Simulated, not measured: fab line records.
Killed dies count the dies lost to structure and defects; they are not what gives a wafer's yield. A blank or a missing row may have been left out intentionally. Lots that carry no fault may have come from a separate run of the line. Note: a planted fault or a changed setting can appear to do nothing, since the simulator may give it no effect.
A lot that was struck, set against a sound lot	flow nand-harc	28 steps out of a route of 1302
Sound: the wafers L165.1, L165.2, L165.4. Struck: wafers L169.2, L169.3. (L169.5 of the same lot was not struck and is left out.) The cause comes at the end.
At each step with rows: each side's tool, then ch and its chambers, then its first start. Under that, the readings that differ: sound wafers	struck wafers	difference of the means	sigmas: that difference in standard deviations of wafers without a fault.
alike: readings with means less than 2 such deviations apart, plus words and numbers identical on both sides. not compared: withheld readings, readings lacking a value on some wafer, bounds such as >300 that could conceal the same value, and numbers that have no deviation in the record and whose values overlap.
The two part at a step that has a row with sigmas, a row that says differs or no value, or rows on one side only. When numbers do not overlap yet have no deviation, they are printed without sigmas and do not part them. A reading that every wafer of one side lacks parts them only if that side has two wafers or more.

NHARC_A_CHANNEL_HOLE_D1_INSPECT_12:
  sound on defect-inspect-02, day 14 04:24; struck on defect-inspect-01, day 15 19:44
  alike: raw-defect-count
then, 2 steps without rows for these wafers: NHARC_A_CHANNEL_HOLE_D1_DESCUM_15 (chemistry O2, time 3 s); NHARC_A_CHANNEL_HOLE_D1_ETCH_38 (etches the open film in CF4, target depth 39 nm, time 65 s).
NHARC_A_CHANNEL_HOLE_D1_ETCH_39: etches the open film in N2/H2, target depth 260 nm, time 325 s.
  sound: rie-diel-08 ch 1,2,3; struck: rie-diel-08 ch 1,3
reading	sound	struck	difference	sigmas
rf-hours-counter-h (h)	10 11 10	14 14	+4	
  alike: drypump-motor-current-A, n2-flow-sccm, oes-product-au, rf-vpp-V, showerhead-plenum-p-Torr, throttle-valve-pct
then, 1 step without rows for these wafers: NHARC_A_CHANNEL_HOLE_D1_ETCH_34 (etches the open film in CF4/CHF3, target depth 154 nm, time 77 s).
NHARC_A_CHANNEL_HOLE_D1_ETCH_16: etches the open film in O2/COS, target depth 3100 nm, time 806 s.
  sound: rie-diel-08 ch 0,1,3; struck: rie-diel-08 ch 1,2
reading	sound	struck	difference	sigmas
oes-product-au (a.u.)	0.987 0.986 0.999	1.000 1.016	+0.017	+2
rf-hours-counter-h (h)	11 10 10	15 14	+4	
  alike: drypump-motor-current-A, rf-vpp-V, showerhead-plenum-p-Torr, throttle-valve-pct
NHARC_A_CHANNEL_HOLE_D1_CD_MEAS_18:
  sound on cd-sem-01, day 14 05:34; struck on cd-sem-01, day 15 20:54
  alike: cd-nm
then, 1 step without rows for these wafers: NHARC_A_CHANNEL_HOLE_D1_ETCH_19 (etches the open film in C4F8/O2/Ar, time 34.5 s).
NHARC_A_CHANNEL_HOLE_D1_ETCH_20: etches the open film in C4F8/O2/Ar, time 361.9 s, target depth 1600 nm.
  sound on har-etch-02 ch 0,1, day 14 05:46; struck on har-etch-01 ch 1, day 15 21:05
  alike: drypump-motor-current-A, showerhead-plenum-p-Torr, throttle-valve-pct
  not compared: rf-hours-counter-h
NHARC_A_CHANNEL_HOLE_D1_ETCH_21: etches the open film in C4F8/O2/Ar, time 514.3 s, target depth 1600 nm.
  sound on har-etch-02 ch 0,1, day 14 06:04; struck on har-etch-01 ch 1, day 15 21:24
  alike: drypump-motor-current-A, showerhead-plenum-p-Torr, throttle-valve-pct
  not compared: rf-hours-counter-h
NHARC_A_CHANNEL_HOLE_D1_ETCH_22: etches the open film in C4F8/O2/Ar, time 666.7 s, target depth 1600 nm.
  sound on har-etch-02 ch 0,1, day 14 06:31; struck on har-etch-01 ch 1, day 15 21:50
  alike: drypump-motor-current-A, showerhead-plenum-p-Torr, throttle-valve-pct
  not compared: rf-hours-counter-h
then, 1 step without rows for these wafers: NHARC_A_CHANNEL_HOLE_D1_ETCH_23 (etches the open film in C4F8/O2/Ar, time 819 s, target depth 1600 nm).
NHARC_A_CHANNEL_HOLE_D1_ETCH_24: etches the open film in C4F8/O2/Ar, time 906.2 s, target depth 1500 nm.
  sound on har-etch-02 ch 0,1, day 14 07:46; struck on har-etch-01 ch 1, day 15 23:05
  alike: drypump-motor-current-A, showerhead-plenum-p-Torr, throttle-valve-pct
  not compared: rf-hours-counter-h
then, 10 steps without rows for these wafers: NHARC_A_CHANNEL_HOLE_D1_ETCH_25 (etches the open film in C4F8/O2/Ar, time 1040.2 s, target depth 1500 nm); NHARC_A_CHANNEL_HOLE_D1_ETCH_26 (etches the open film in C4F8/O2/Ar, time 224.1 s, target depth 300 nm); NHARC_A_CHANNEL_HOLE_D1_ETCH_33 (etches the open film in C4F8/O2/Ar, time 90 s, target depth 400 nm); NHARC_A_CHANNEL_HOLE_D1_STRIP_41 (strips in N2/H2); NHARC_A_CHANNEL_HOLE_D1_STRIP_42 (strips in CF4/CHF3); NHARC_A_CHANNEL_HOLE_D1_STRIP_43 (strips in O2/COS); NHARC_A_CHANNEL_HOLE_D1_ETCH_44 (etches the open film in CF4/O2, target depth 140 nm, overetch 14 nm, time 77 s); NHARC_A_CHANNEL_HOLE_D1_STRIP_27 (strips in O2); NHARC_A_CHANNEL_HOLE_D1_PRECLEAN_28 (cleans in SC1); NHARC_A_CHANNEL_HOLE_D1_SRD_29.
NHARC_A_CHANNEL_HOLE_D1_CD_MEAS_30:
  sound on cd-sem-01, day 14 11:10; struck on cd-sem-01, day 16 02:35
reading	sound	struck	difference	sigmas
cd-nm (nm)	91.7 91.3 89.0	86.5 89.6	-2.6	-2
next, for these wafers, 1 step has no rows: NHARC_A_CHANNEL_HOLE_D1_XSEM_31.
NHARC_A_CHANNEL_HOLE_D1_INSPECT_40:
  sound on defect-inspect-01, day 14 11:22; struck on defect-inspect-02, day 16 02:46
reading	sound	struck	difference	sigmas
raw-defect-count	106 116 106	1129 1136	+1023	+44
then, 1 step without rows for these wafers: NHARC_A_CHANNEL_FILL_D1_PRECLEAN_00 (cleans in SC1).
-- jump in the record: it breaks off in module A_CHANNEL_FILL_D1 and resumes in module END (first step shown: number 1302 of the route), and 16 days separate the struck wafers' starts before and after --
NHARC_END_SORT_01:
  at this point the record logs the struck wafers (prober-01 ch 0, day 31 15:11) and has no rows for the sound ones

## WHERE THEY PART
At NHARC_A_CHANNEL_HOLE_D1_ETCH_16 first; at NHARC_END_SORT_01 last (within this record only).

WHY: whatever the simulator had introduced
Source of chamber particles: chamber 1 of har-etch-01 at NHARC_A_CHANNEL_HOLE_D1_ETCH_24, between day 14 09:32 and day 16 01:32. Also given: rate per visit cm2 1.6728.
